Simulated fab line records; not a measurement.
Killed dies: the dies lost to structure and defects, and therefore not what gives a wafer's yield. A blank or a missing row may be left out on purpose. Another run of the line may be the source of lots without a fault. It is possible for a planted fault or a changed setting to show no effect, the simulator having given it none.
Chamber matching | flow nandHarc | rieSi-06 running NHARC_A_ZERO_WELL_ETCH_13: 4 sister chambers
The step etches the open film in HBr/Cl2, target depth 120 nm, time 40.1 s. 14 wafers are shown with their chamber, then 7 later ones without.

== WAFERS PAIRED WITH THEIR CHAMBERS ==
wafer  | chamber | drypumpMotorCurrentA (A) | oesProductAu (a.u.) | throttleValvePct (%)
L079.2 | 0       | 5.8                      | 1.003               | 26.405
L079.4 | 2       | 5.1                      | 1.002               | 26.399
L079.5 | 2       | 5.1                      | 0.994               | 26.414
L083.1 | 1       | 5.3                      | 1.017               | 26.407
L083.2 | 0       | 5.8                      | 0.996               | 26.411
L083.6 | 1       | 5.4                      | 1.006               | 26.400
L088.1 | 1       | 5.3                      | 1.003               | 26.408
L088.3 | 3       | 5.4                      | 0.990               | 26.408
L088.4 | 0       | 5.8                      | 1.003               | 26.406
L090.1 | 0       | 5.8                      | 1.008               | 26.409
L090.3 | 1       | 5.3                      | 1.014               | 26.394
L090.4 | 2       | 5.1                      | 1.005               | 26.395
L092.1 | 1       | 5.3                      | 0.993               | 26.400
L092.2 | 2       | 5.1                      | 1.004               | 26.410

SIGNATURES (averages over the wafers above)
reading              | chamber 0 | chamber 1 | chamber 2 | chamber 3 | scatter within a chamber
drypumpMotorCurrentA | 5.800     | 5.320     | 5.100     | 5.400     | 0.0283
oesProductAu         | 1.00250   | 1.00660   | 1.00125   | 0.99000   | 0.00713
throttleValvePct     | 26.40775  | 26.40180  | 26.40450  | 26.40800  | 0.0063
Rule: a wafer lies at a distance from a chamber equal to the root of the sum of squares, over the readings, of (its reading less the chamber's mean, divided by the reading's scatter). If the next closest chamber is less than 2 further off than the closest, the wafer can't be placed; otherwise it belongs to the closest. The scatter: the root of (the sum of the squares of (reading less its chamber's mean) over the shown wafers, divided by (wafers less chambers)).

== WAFERS WITH NO CHAMBER GIVEN ==
wafer  | drypumpMotorCurrentA (A) | oesProductAu (a.u.) | throttleValvePct (%)
L092.4 | 5.8                      | 0.985               | 26.416
L092.3 | 5.4                      | 0.991               | 26.408
L092.5 | 5.3                      | 1.008               | 26.410
L092.6 | 5.1                      | 1.002               | 26.407
L094.1 | 5.1                      | 1.000               | 26.400
L094.4 | 5.4                      | 0.997               | 26.402
L094.5 | 5.3                      | 0.990               | 26.399

== EACH ONE'S CHAMBER ==
wafer  | from the rows above     | in truth
L092.4 | 0                       | 0
L092.3 | 3                       | 3
L092.5 | 1                       | 1
L092.6 | 2                       | 2
L094.1 | 2                       | 2
L094.4 | can't be placed: 3 or 1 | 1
L094.5 | can't be placed: 1 or 3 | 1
5 of 7 placed correctly. Cannot be placed on the basis of these rows: 2; the candidates contain the true chamber in 2. 0 placed wrongly.
